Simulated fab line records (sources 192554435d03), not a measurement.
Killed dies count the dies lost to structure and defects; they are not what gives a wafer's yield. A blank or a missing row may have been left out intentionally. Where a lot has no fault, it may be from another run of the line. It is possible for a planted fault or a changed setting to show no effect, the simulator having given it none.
Matching of chambers || flow n5_finfet || ald_sin-03 running N5_SD_EPI_N_LINER_46: 4 sister chambers
The step material SiNx, target thk 3 nm. 8 wafers are shown with their chamber, then 7 later ones without.

== WAFERS PAIRED WITH THEIR CHAMBERS ==
{"wafer": "L081.3", "chamber": 0, "heater_power_w (W)": 1006, "chamber_pressure_Torr (Torr)": 2.004}
{"wafer": "L082.2", "chamber": 1, "heater_power_w (W)": 760, "chamber_pressure_Torr (Torr)": 1.999}
{"wafer": "L082.6", "chamber": 2, "heater_power_w (W)": 973, "chamber_pressure_Torr (Torr)": 2.006}
{"wafer": "L089.2", "chamber": 1, "heater_power_w (W)": 808, "chamber_pressure_Torr (Torr)": 2.000}
{"wafer": "L089.3", "chamber": 3, "heater_power_w (W)": 728, "chamber_pressure_Torr (Torr)": 1.997}
{"wafer": "L089.6", "chamber": 2, "heater_power_w (W)": 965, "chamber_pressure_Torr (Torr)": 2.002}
{"wafer": "L092.2", "chamber": 0, "heater_power_w (W)": 966, "chamber_pressure_Torr (Torr)": 2.000}
{"wafer": "L092.4", "chamber": 3, "heater_power_w (W)": 702, "chamber_pressure_Torr (Torr)": 2.000}

== WAFERS MISSING THEIR CHAMBER ==
{"wafer": "L092.6", "heater_power_w (W)": 946, "chamber_pressure_Torr (Torr)": 2.002}
{"wafer": "L095.1", "heater_power_w (W)": 712, "chamber_pressure_Torr (Torr)": 2.005}
{"wafer": "L095.2", "heater_power_w (W)": 976, "chamber_pressure_Torr (Torr)": 2.001}
{"wafer": "L095.4", "heater_power_w (W)": 798, "chamber_pressure_Torr (Torr)": 1.996}
{"wafer": "L096.1", "heater_power_w (W)": 968, "chamber_pressure_Torr (Torr)": 2.013}
{"wafer": "L096.3", "heater_power_w (W)": 982, "chamber_pressure_Torr (Torr)": 1.998}
{"wafer": "L096.5", "heater_power_w (W)": 791, "chamber_pressure_Torr (Torr)": 2.002}

== THE CHAMBER EACH PASSED THROUGH ==
{"wafer": "L092.6", "from the rows above": "can't be placed: 2 or 0", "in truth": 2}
{"wafer": "L095.1", "from the rows above": "can't be placed: 3 or 1", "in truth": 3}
{"wafer": "L095.2", "from the rows above": "can't be placed: 0 or 2", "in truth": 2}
{"wafer": "L095.4", "from the rows above": "can't be placed: 1 or 3", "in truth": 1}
{"wafer": "L096.1", "from the rows above": "can't be placed: 2 or 0", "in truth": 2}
{"wafer": "L096.3", "from the rows above": "can't be placed: 0 or 2", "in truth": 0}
{"wafer": "L096.5", "from the rows above": 1, "in truth": 1}
Correct placement for 1 of the 7. Not placeable from these rows: 6 (in 6, the candidates include the true chamber). Placed wrongly: 0.
How it was worked out, from the rows above alone: a wafer's distance from a chamber is the root of the sum, over the readings, of the square of ((its reading less the chamber's mean) divided by the reading's scatter). The wafer belongs to the nearest chamber; if the next one is less than 2 further off, it can't be placed. A chamber's mean is the mean of its shown wafers. The scatter is the square root of a quotient: the sum, over the shown wafers, of each reading's squared deviation from its chamber's mean, divided by wafers minus chambers.
